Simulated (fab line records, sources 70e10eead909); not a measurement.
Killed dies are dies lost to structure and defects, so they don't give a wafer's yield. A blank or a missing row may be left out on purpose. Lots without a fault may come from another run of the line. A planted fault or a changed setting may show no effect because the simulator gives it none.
Tool commonality check | flow nand_harc | 3 lots, 9 wafers sampled

WHY IT WAS OPENED
At NHARC_END_SORT_01 the reading killed_at_periphery is flagged on 2 of 3 lots. Wafers without a fault read 3.4, standard deviation 2.2.
Rule: a lot is flagged when every wafer of it that has a number lies more than 4 standard deviations from that mean, or none has a number. The other lots count as sound.

lot  | measured     | on        | killed_at_periphery, wafer by wafer | flag
L757 | day 21 04:43 | prober-01 | 540 556 544                         | FLAGGED
L756 | day 21 04:43 | prober-02 | 532 540 533                         | FLAGGED
L765 | day 23 03:16 | prober-01 | 3 3 2                               |
The numbers of the flagged lots are 540.8 on average: +537.4 against the usual, or +99 or more standard deviations.

WHICH TOOL RAN EACH LOT
The record holds 4 process steps before the reading, out of a route of 1159 steps. In each cell: the tool, then ch and the chambers that the sampled wafers went through, then the start.
lot  | flag    | NHARC_P_STI_OXIDE_33         | NHARC_THIN_TSV_PVD_51                   | NHARC_THIN_TSV_ANNEAL_52         | NHARC_THIN_TSV_DESCUM_35
L757 | FLAGGED | furnace-04 ch 0, day 4 19:32 | pvd_sputter-03, day 20 16:40 or earlier | rtp_anneal-01 ch 0, day 20 16:40 | rie_diel-12 ch 1,2,3, day 20 18:46
L756 | FLAGGED | furnace-04 ch 0, day 4 11:35 | pvd_sputter-01, day 20 19:43 or earlier | rtp_anneal-01 ch 0, day 20 19:43 | rie_diel-07 ch 0,1,3, day 20 21:42
L765 |         | furnace-08 ch 0, day 6 19:43 | pvd_sputter-03, day 22 16:20 or earlier | rtp_anneal-02 ch 0, day 22 16:20 | rie_diel-07 ch 0,2, day 22 18:28
What these steps do:
- NHARC_P_STI_OXIDE_33: material SiO2, target thk 10 nm, ox time 281 s.
- NHARC_THIN_TSV_PVD_51: deposits Cu, target thk 100 nm.
- NHARC_THIN_TSV_ANNEAL_52: time 90 s.
- NHARC_THIN_TSV_DESCUM_35: chemistry O2, time 3 s.
- NHARC_END_SORT_01

FLAGGED OVER TOTAL, TOOL BY TOOL (the gauges that took the reading come last)
step                     | tool           | lots run | flagged | share of the flagged lots | sound lots run after its first flagged lot
NHARC_P_STI_OXIDE_33     | furnace-04     | 2        | 2       | all                       | 0
NHARC_P_STI_OXIDE_33     | furnace-08     | 1        | 0       | none                      | -
NHARC_THIN_TSV_PVD_51    | pvd_sputter-01 | 1        | 1       | some                      | 0
NHARC_THIN_TSV_PVD_51    | pvd_sputter-03 | 2        | 1       | some                      | 1 (L765)
NHARC_THIN_TSV_ANNEAL_52 | rtp_anneal-01  | 2        | 2       | all                       | 0
NHARC_THIN_TSV_ANNEAL_52 | rtp_anneal-02  | 1        | 0       | none                      | -
NHARC_THIN_TSV_DESCUM_35 | rie_diel-07    | 2        | 1       | some                      | 1 (L765)
NHARC_THIN_TSV_DESCUM_35 | rie_diel-12    | 1        | 1       | some                      | 0
NHARC_END_SORT_01        | prober-01      | 2        | 1       | some                      | 1 (L765)
NHARC_END_SORT_01        | prober-02      | 1        | 1       | some                      | 0
NHARC_THIN_TSV_PVD_51 gives no start for some lots, so the hours and the order of its lots are those of NHARC_THIN_TSV_ANNEAL_52.

WHAT THE TABLE ALLOWS
2 rows of the table ran every flagged lot: furnace-04 at NHARC_P_STI_OXIDE_33, rtp_anneal-01 at NHARC_THIN_TSV_ANNEAL_52.
- furnace-04 at NHARC_P_STI_OXIDE_33: 2 of its 2 lots flagged. It ran no sound lot before its first flagged lot in this sample, so the start can't be narrowed down.
- rtp_anneal-01 at NHARC_THIN_TSV_ANNEAL_52: 2 of its 2 lots flagged. It ran no sound lot before its first flagged lot in this sample, so the start can't be narrowed down.
Counting lots can't tell these 2 tools apart, because each fits a fault that began at some hour. More lots, or a look at what each step does to the wafer, might.

WHAT THE SIMULATOR HAD PUT IN
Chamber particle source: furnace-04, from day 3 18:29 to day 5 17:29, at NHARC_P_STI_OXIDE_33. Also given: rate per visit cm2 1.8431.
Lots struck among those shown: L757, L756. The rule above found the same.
